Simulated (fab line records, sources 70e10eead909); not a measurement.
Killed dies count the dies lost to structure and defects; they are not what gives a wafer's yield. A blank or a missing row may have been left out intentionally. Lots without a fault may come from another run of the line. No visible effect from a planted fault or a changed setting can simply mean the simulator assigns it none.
Which of the tools did it? ; flow nand_harc ; 36 wafers from 12 lots sampled at 6 of the route's 1302 steps

WHAT EACH GAUGE READ, for each wafer
NHARC_A_BONDPAD_THK_MEAS_20: measures by xrf. Usual: thk_nm at 169.4 nm, with a standard deviation of 1.7.
lot;measured;on;thk_nm (nm);flag
L571;day 23 12:12;film_metro-02;167.4 169.7 166.9;
L573;day 24 18:42;film_metro-02;168.3 167.9 168.2;
L576;day 25 11:43;film_metro-01;172.0 167.5 171.6;
L575;day 25 20:01;film_metro-02;168.0 168.9 167.5;
L577;day 25 23:53;film_metro-02;171.9 173.8 168.2;
L582;day 27 13:52;film_metro-01;170.6 169.2 166.6;
L585;day 28 23:40;film_metro-01;169.3 168.5 168.3;
L583;day 29 05:55;film_metro-01;171.1 172.5 174.5;
L589;day 31 05:44;film_metro-01;169.8 171.1 171.1;
L590;day 31 14:34;film_metro-02;168.8 166.3 167.7;
L591;day 31 22:49;film_metro-02;167.4 169.7 166.8;
L593;day 32 17:00;film_metro-02;167.8 169.5 170.8;

NHARC_THIN_TSV_CD_MEAS_12: the cd target is 1000 nm. Usual: cd_nm at 1002 nm, with a standard deviation of 3.3.
lot;measured;on;cd_nm (nm);flag
L571;day 24 00:57;cd_sem-03;1004 1002 1004;
L573;day 25 07:43;cd_sem-03;1004 1006 1002;
L576;day 26 01:23;cd_sem-01;1002 999 999;
L575;day 26 08:20;cd_sem-01;1003 1006 1007;
L577;day 26 13:13;cd_sem-02;997 999 999;
L582;day 28 03:49;cd_sem-02;1004 1007 1009;
L585;day 29 10:54;cd_sem-03;1006 1004 1004;
L583;day 29 18:13;cd_sem-03;1002 1007 1006;
L589;day 32 02:35;cd_sem-03;1004 1001 1000;
L590;day 32 04:59;cd_sem-01;1000 997 999;
L591;day 32 11:46;cd_sem-01;1001 998 998;
L593;day 33 06:33;cd_sem-03;1001 1003 998;

NHARC_THIN_TSV_CD_MEAS_37. Usual: cd_nm at 5003 nm, with a standard deviation of 4.2.
lot;measured;on;cd_nm (nm);flag
L571;day 24 08:25;cd_sem-01;5006 5000 5004;
L573;day 25 15:06;cd_sem-02;5003 5006 5005;
L576;day 26 08:46;cd_sem-02;5003 5001 4996;
L575;day 26 15:50;cd_sem-01;5001 5006 5009;
L577;day 26 20:27;cd_sem-03;4997 4996 4999;
L582;day 28 11:10;cd_sem-02;5001 5010 5011;
L585;day 29 18:15;cd_sem-01;5005 5003 5003;
L583;day 30 01:32;cd_sem-02;5001 5006 5010;
L589;day 32 10:28;cd_sem-02;5005 5006 5002;
L590;day 32 12:41;cd_sem-02;5002 5002 4995;
L591;day 32 19:47;cd_sem-02;4989 4993 4989;OFF
L593;day 33 13:58;cd_sem-03;5004 5004 4998;

NHARC_END_SORT_01. Usual: killed_at_array 52, standard deviation 17; killed_at_other 1.2, standard deviation 1.4; killed_at_periphery 4.7, standard deviation 2.9; killed_dies 58, standard deviation 17; killed_open 3.2, standard deviation 1.9; killed_short 2.4, standard deviation 1.4.
lot;measured;on;killed_at_array;killed_at_other;killed_at_periphery;killed_dies;killed_open;killed_short;flag
L591;day 33 05:41;prober-02;138 107 112;0 2 3;2 8 2;140 117 117;1 6 1;1 3 1;OFF

TOOL THAT RAN EACH LOT (tool first, then ch and the chambers of the sampled wafers, then the start)
lot;NHARC_A_BONDPAD_PVD_17;NHARC_THIN_TSV_ETCH_59
L571;pvd_sputter-03, day 23 12:12 or earlier;rie_metal-01 ch 0,1, day 24 07:16
L573;pvd_sputter-03, day 24 18:42 or earlier;rie_metal-02 ch 0,1, day 25 13:57
L576;pvd_sputter-03, day 25 11:43 or earlier;rie_metal-01 ch 0,1, day 26 07:38
L575;pvd_sputter-03, day 25 20:01 or earlier;rie_metal-03 ch 0,1, day 26 14:41
L577;pvd_sputter-02, day 25 23:53 or earlier;rie_metal-03 ch 0,1, day 26 19:22
L582;pvd_sputter-01, day 27 13:52 or earlier;rie_metal-03 ch 0,1, day 28 10:01
L585;pvd_sputter-02, day 28 23:40 or earlier;rie_metal-01 ch 1, day 29 17:08
L583;pvd_sputter-03, day 29 05:55 or earlier;rie_metal-02 ch 0,1, day 30 00:27
L589;pvd_sputter-01, day 31 05:44 or earlier;rie_metal-02 ch 0,1, day 32 09:19
L590;pvd_sputter-01, day 31 14:34 or earlier;rie_metal-03 ch 0,1, day 32 11:32
L591;pvd_sputter-03, day 31 22:49 or earlier;rie_metal-01 ch 0, day 32 18:40
L593;pvd_sputter-02, day 32 17:00 or earlier;rie_metal-02 ch 0,1, day 33 12:49
- NHARC_A_BONDPAD_PVD_17: deposits TaN, target thk 5 nm, time 8.06 s.
- NHARC_THIN_TSV_ETCH_59: etches the open film in Cl2/BCl3, target depth 880 nm, time 138.1 s.

WHAT THE TOOLS THEMSELVES READ (means of the sampled wafers that have a number; where no wafer has one, the mark that the record gives instead)
NHARC_A_BONDPAD_PVD_17. Usual: substrate_temp_c 50.00 C, standard deviation 0.12; throttle_valve_pct 29.8 %, standard deviation 1.
lot;tool;substrate_temp_c (C);throttle_valve_pct (%);flag
L571;pvd_sputter-03;49.92;29.1;
L573;pvd_sputter-03;50.02;29.1;
L576;pvd_sputter-03;49.83;28.8;
L575;pvd_sputter-03;50.01;29.0;
L577;pvd_sputter-02;49.93;30.5;
L582;pvd_sputter-01;49.96;29.8;
L585;pvd_sputter-02;50.15;30.9;
L583;pvd_sputter-03;49.91;29.1;
L589;pvd_sputter-01;49.87;30.4;
L590;pvd_sputter-01;49.96;30.5;
L591;pvd_sputter-03;50.12;29.6;
L593;pvd_sputter-02;50.06;30.5;

NHARC_THIN_TSV_ETCH_59. Usual: bias_w 100.0 W, standard deviation 0.3; drypump_motor_current_A 5.7 A, standard deviation 0.5; he_backside_leak_sccm 3.4 sccm, standard deviation 0.3; oes_product_au 0.993 a.u., standard deviation 0.015; throttle_valve_pct 22.265 %, standard deviation 0.0094.
lot;tool;bias_w (W);drypump_motor_current_A (A);he_backside_leak_sccm (sccm);oes_product_au (a.u.);throttle_valve_pct (%);flag
L571;rie_metal-01;99.4;5.7;3.4;0.987;22.260;
L573;rie_metal-02;100.0;6.3;3.4;0.997;22.270;
L576;rie_metal-01;99.8;5.7;3.5;0.979;22.268;
L575;rie_metal-03;99.9;5.1;3.1;1.006;22.269;
L577;rie_metal-03;99.8;5.1;3.1;1.001;22.254;
L582;rie_metal-03;100.2;5.1;3.1;1.008;22.274;
L585;rie_metal-01;99.9;5.6;3.8;0.990;22.267;
L583;rie_metal-02;99.9;6.0;3.4;0.995;22.266;
L589;rie_metal-02;100.1;6.3;3.4;0.993;22.266;
L590;rie_metal-03;99.9;5.1;3.2;1.002;22.264;
L591;rie_metal-01;100.5;5.7;3.7;1.163;22.259;OFF
L593;rie_metal-02;99.8;6.3;3.3;0.987;22.274;

THE ANSWER, worked out from the rows above alone
Rule: lot off if the mean of its wafers having a number is beyond 3 standard deviations from the usual mean. A lot without any number at a reading at which 4 lots or more have one is off too. Any other lot the step has rows for is counted as sound. The gauges are gone through in route order, then the tools' own readings, and for those a lot's mean is taken as printed above. At the first step where some lot is off, the reading lying furthest off is the one used; lots without a number count as furthest.
Off at NHARC_THIN_TSV_CD_MEAS_37 (cd_nm): L591.
If a tool, at a process step before that reading, ran all the lots that are off and no sound lot after the first of them, it fits. The gauges at NHARC_THIN_TSV_CD_MEAS_37 aren't tried: what is off there is off at NHARC_END_SORT_01 too, on other tools, and a gauge's error can't cause that. NHARC_A_BONDPAD_PVD_17: start missing for some lots; hours and lot order therefore follow NHARC_A_BONDPAD_THK_MEAS_20. 2 tools fit, pvd_sputter-03 at NHARC_A_BONDPAD_PVD_17 and rie_metal-01 at NHARC_THIN_TSV_ETCH_59, so this cannot tell which one it is.

WHAT HAD BEEN PUT IN BY THE SIMULATOR
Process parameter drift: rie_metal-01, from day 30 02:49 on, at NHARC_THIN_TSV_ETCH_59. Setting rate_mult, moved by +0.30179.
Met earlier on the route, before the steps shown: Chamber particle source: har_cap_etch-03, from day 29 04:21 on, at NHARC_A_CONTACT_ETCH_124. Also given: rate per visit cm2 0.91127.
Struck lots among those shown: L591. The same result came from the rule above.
